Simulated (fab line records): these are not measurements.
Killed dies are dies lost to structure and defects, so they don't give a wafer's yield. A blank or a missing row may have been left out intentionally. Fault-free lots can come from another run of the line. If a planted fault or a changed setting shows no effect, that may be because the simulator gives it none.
Chamber matching -- flow n5Finfet -- N5_BEOL_M6_CMP_52 on cmp-02 has 4 sister chambers
The step polishes, stops on SiCOH lowk, t overpolish 6.9 s, target thk 80 nm. 20 wafers are shown with their chamber, then 10 later ones without.

WAFERS WITH THEIR CHAMBER
wafer,chamber,motorCurrentA (A),barrierFieldEndpointS (s),timeToEndpointS (s)
L074.3,2,6.3,28.0,60
L074.4,1,7.2,29.8,65
L074.6,2,6.3,27.9,58
L075.1,3,6.1,29.0,65
L075.3,0,6.3,28.9,60
L075.5,2,6.1,28.2,61
L077.3,2,6.6,27.6,55
L077.4,3,6.0,29.1,66
L077.6,0,6.1,28.8,62
L078.2,2,6.0,27.8,58
L078.3,1,7.1,28.9,63
L078.6,2,6.4,28.1,57
L082.2,2,5.8,26.8,55
L082.4,3,6.0,28.0,60
L082.5,1,7.0,28.9,61
L081.3,2,6.1,27.4,57
L081.5,0,6.5,28.6,62
L081.6,1,7.3,29.5,67
L084.1,3,6.0,28.6,66
L084.4,0,6.9,28.1,61

SIGNATURES (means of the wafers above)
reading,chamber 0,chamber 1,chamber 2,chamber 3,scatter within a chamber
motorCurrentA,6.450,7.150,6.200,6.025,0.23
barrierFieldEndpointS,28.600,29.275,27.725,28.675,0.447
timeToEndpointS,61.25,64.00,57.62,64.25,2.23
Rule: a wafer's distance from a chamber is the root of the sum, over the readings, of the square of ((its reading less the chamber's mean) divided by the reading's scatter). If the next closest chamber is less than 2 further off than the closest, the wafer can't be placed; otherwise it belongs to the closest. The scatter: the root of (the sum of the squares of (reading less its chamber's mean) over the shown wafers, divided by (wafers less chambers)).

WAFERS WHOSE CHAMBER IS MISSING
wafer,motorCurrentA (A),barrierFieldEndpointS (s),timeToEndpointS (s)
L084.6,7.5,29.1,67
L085.1,7.2,28.6,63
L085.2,6.1,28.1,56
L085.3,6.4,27.7,58
L096.3,6.4,29.4,66
L096.5,5.9,29.4,64
L096.6,6.4,29.3,63
L095.2,6.3,29.3,63
L095.5,7.4,29.4,64
L095.6,6.2,28.6,56

EACH ONE'S CHAMBER
wafer,from the rows above,in truth
L084.6,1,1
L085.1,can't be placed: 1 or 0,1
L085.2,can't be placed: 2 or 0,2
L085.3,can't be placed: 2 or 0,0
L096.3,can't be placed: 3 or 0 or 1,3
L096.5,can't be placed: 3 or 0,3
L096.6,can't be placed: 0 or 3 or 1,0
L095.2,can't be placed: 0 or 3 or 1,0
L095.5,1,1
L095.6,can't be placed: 2 or 0 or 3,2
Placed correctly: 2 of 10. From these rows, 8 cannot be placed; in 8 the true chamber is one of the candidates. Number placed wrongly: 0.
